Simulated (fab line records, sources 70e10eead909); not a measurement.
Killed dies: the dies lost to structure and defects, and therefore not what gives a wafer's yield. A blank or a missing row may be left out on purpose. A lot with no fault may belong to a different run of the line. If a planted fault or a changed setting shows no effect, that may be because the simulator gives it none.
Chamber matching || flow nand harc || 4 sister chambers for NHARC_A_STAIRCASE_TRIM_12 on rie diel-02
The step chemistry O2, time 211.2 s. 27 wafers are shown with their chamber, then 12 later ones without.

## WAFERS WITH THEIR CHAMBER
{"wafer": "L074.1", "chamber": 2, "showerhead plenum p Torr (Torr)": 3.43, "drypump motor current A (A)": 5.3, "throttle valve pct (%)": 17.037}
{"wafer": "L074.3", "chamber": 1, "showerhead plenum p Torr (Torr)": 3.32, "drypump motor current A (A)": 6.0, "throttle valve pct (%)": 17.039}
{"wafer": "L074.5", "chamber": 0, "showerhead plenum p Torr (Torr)": 3.41, "drypump motor current A (A)": 5.8, "throttle valve pct (%)": 17.028}
{"wafer": "L076.2", "chamber": 2, "showerhead plenum p Torr (Torr)": 3.42, "drypump motor current A (A)": 5.3, "throttle valve pct (%)": 17.038}
{"wafer": "L076.3", "chamber": 1, "showerhead plenum p Torr (Torr)": 3.31, "drypump motor current A (A)": 6.0, "throttle valve pct (%)": 17.039}
{"wafer": "L076.6", "chamber": 0, "showerhead plenum p Torr (Torr)": 3.40, "drypump motor current A (A)": 5.8, "throttle valve pct (%)": 17.024}
{"wafer": "L080.1", "chamber": 1, "showerhead plenum p Torr (Torr)": 3.31, "drypump motor current A (A)": 6.0, "throttle valve pct (%)": 17.037}
{"wafer": "L080.4", "chamber": 0, "showerhead plenum p Torr (Torr)": 3.40, "drypump motor current A (A)": 5.8, "throttle valve pct (%)": 17.046}
{"wafer": "L080.5", "chamber": 0, "showerhead plenum p Torr (Torr)": 3.40, "drypump motor current A (A)": 5.9, "throttle valve pct (%)": 17.038}
{"wafer": "L082.2", "chamber": 2, "showerhead plenum p Torr (Torr)": 3.42, "drypump motor current A (A)": 5.3, "throttle valve pct (%)": 17.035}
{"wafer": "L082.5", "chamber": 1, "showerhead plenum p Torr (Torr)": 3.31, "drypump motor current A (A)": 5.9, "throttle valve pct (%)": 17.021}
{"wafer": "L082.6", "chamber": 0, "showerhead plenum p Torr (Torr)": 3.40, "drypump motor current A (A)": 5.9, "throttle valve pct (%)": 17.049}
{"wafer": "L084.3", "chamber": 3, "showerhead plenum p Torr (Torr)": 3.47, "drypump motor current A (A)": 5.2, "throttle valve pct (%)": 17.053}
{"wafer": "L084.4", "chamber": 0, "showerhead plenum p Torr (Torr)": 3.40, "drypump motor current A (A)": 5.9, "throttle valve pct (%)": 17.028}
{"wafer": "L084.5", "chamber": 1, "showerhead plenum p Torr (Torr)": 3.30, "drypump motor current A (A)": 6.0, "throttle valve pct (%)": 17.059}
{"wafer": "L087.1", "chamber": 2, "showerhead plenum p Torr (Torr)": 3.41, "drypump motor current A (A)": 5.3, "throttle valve pct (%)": 17.035}
{"wafer": "L087.5", "chamber": 0, "showerhead plenum p Torr (Torr)": 3.40, "drypump motor current A (A)": 5.8, "throttle valve pct (%)": 17.048}
{"wafer": "L087.6", "chamber": 1, "showerhead plenum p Torr (Torr)": 3.30, "drypump motor current A (A)": 6.0, "throttle valve pct (%)": 17.046}
{"wafer": "L086.2", "chamber": 0, "showerhead plenum p Torr (Torr)": 3.40, "drypump motor current A (A)": 5.8, "throttle valve pct (%)": 17.029}
{"wafer": "L086.3", "chamber": 3, "showerhead plenum p Torr (Torr)": 3.47, "drypump motor current A (A)": 5.2, "throttle valve pct (%)": 17.046}
{"wafer": "L086.5", "chamber": 1, "showerhead plenum p Torr (Torr)": 3.30, "drypump motor current A (A)": 5.9, "throttle valve pct (%)": 17.046}
{"wafer": "L083.4", "chamber": 0, "showerhead plenum p Torr (Torr)": 3.39, "drypump motor current A (A)": 5.9, "throttle valve pct (%)": 17.016}
{"wafer": "L083.5", "chamber": 2, "showerhead plenum p Torr (Torr)": 3.41, "drypump motor current A (A)": 5.4, "throttle valve pct (%)": 17.032}
{"wafer": "L083.6", "chamber": 1, "showerhead plenum p Torr (Torr)": 3.30, "drypump motor current A (A)": 6.0, "throttle valve pct (%)": 17.035}
{"wafer": "L089.1", "chamber": 0, "showerhead plenum p Torr (Torr)": 3.39, "drypump motor current A (A)": 5.8, "throttle valve pct (%)": 17.035}
{"wafer": "L089.3", "chamber": 1, "showerhead plenum p Torr (Torr)": 3.30, "drypump motor current A (A)": 6.0, "throttle valve pct (%)": 17.043}
{"wafer": "L089.4", "chamber": 2, "showerhead plenum p Torr (Torr)": 3.41, "drypump motor current A (A)": 5.3, "throttle valve pct (%)": 17.036}

SIGNATURES (means of the wafers above)
{"reading": "showerhead plenum p Torr", "chamber 0": 3.3990, "chamber 1": 3.3056, "chamber 2": 3.4167, "chamber 3": 3.4700, "scatter within a chamber": 0.00674}
{"reading": "drypump motor current A", "chamber 0": 5.840, "chamber 1": 5.978, "chamber 2": 5.317, "chamber 3": 5.200, "scatter within a chamber": 0.0456}
{"reading": "throttle valve pct", "chamber 0": 17.03410, "chamber 1": 17.04056, "chamber 2": 17.03550, "chamber 3": 17.04950, "scatter within a chamber": 0.00929}
Rule: for a wafer and a chamber, the distance is found by dividing, reading by reading, the gap between the wafer's reading and the chamber's mean by the reading's scatter, squaring, summing and taking the root. If the next closest chamber is less than 2 further off than the closest, the wafer can't be placed; otherwise it belongs to the closest. The scatter: take each reading less its chamber's mean, square it, sum over the shown wafers, divide by the number of wafers less the number of chambers, and take the root.

## WAFERS MISSING THEIR CHAMBER
{"wafer": "L090.4", "showerhead plenum p Torr (Torr)": 3.39, "drypump motor current A (A)": 5.8, "throttle valve pct (%)": 17.038}
{"wafer": "L090.5", "showerhead plenum p Torr (Torr)": 3.41, "drypump motor current A (A)": 5.3, "throttle valve pct (%)": 17.053}
{"wafer": "L090.6", "showerhead plenum p Torr (Torr)": 3.30, "drypump motor current A (A)": 6.0, "throttle valve pct (%)": 17.033}
{"wafer": "L092.4", "showerhead plenum p Torr (Torr)": 3.39, "drypump motor current A (A)": 5.8, "throttle valve pct (%)": 17.026}
{"wafer": "L092.5", "showerhead plenum p Torr (Torr)": 3.30, "drypump motor current A (A)": 6.0, "throttle valve pct (%)": 17.035}
{"wafer": "L092.6", "showerhead plenum p Torr (Torr)": 3.41, "drypump motor current A (A)": 5.3, "throttle valve pct (%)": 17.039}
{"wafer": "L091.2", "showerhead plenum p Torr (Torr)": 3.30, "drypump motor current A (A)": 6.0, "throttle valve pct (%)": 17.040}
{"wafer": "L091.4", "showerhead plenum p Torr (Torr)": 3.46, "drypump motor current A (A)": 5.2, "throttle valve pct (%)": 17.031}
{"wafer": "L091.5", "showerhead plenum p Torr (Torr)": 3.30, "drypump motor current A (A)": 6.0, "throttle valve pct (%)": 17.039}
{"wafer": "L096.1", "showerhead plenum p Torr (Torr)": 3.46, "drypump motor current A (A)": 5.2, "throttle valve pct (%)": 17.030}
{"wafer": "L096.4", "showerhead plenum p Torr (Torr)": 3.38, "drypump motor current A (A)": 5.9, "throttle valve pct (%)": 17.028}
{"wafer": "L096.6", "showerhead plenum p Torr (Torr)": 3.38, "drypump motor current A (A)": 5.8, "throttle valve pct (%)": 17.033}

## WHICH CHAMBER EACH WENT THROUGH
{"wafer": "L090.4", "from the rows above": 0, "in truth": 0}
{"wafer": "L090.5", "from the rows above": 2, "in truth": 2}
{"wafer": "L090.6", "from the rows above": 1, "in truth": 1}
{"wafer": "L092.4", "from the rows above": 0, "in truth": 0}
{"wafer": "L092.5", "from the rows above": 1, "in truth": 1}
{"wafer": "L092.6", "from the rows above": 2, "in truth": 2}
{"wafer": "L091.2", "from the rows above": 1, "in truth": 1}
{"wafer": "L091.4", "from the rows above": 3, "in truth": 3}
{"wafer": "L091.5", "from the rows above": 1, "in truth": 1}
{"wafer": "L096.1", "from the rows above": 3, "in truth": 3}
{"wafer": "L096.4", "from the rows above": 0, "in truth": 0}
{"wafer": "L096.6", "from the rows above": 0, "in truth": 0}
Correctly placed: 12 of 12. From these rows, 0 cannot be placed. Number placed wrongly: 0.
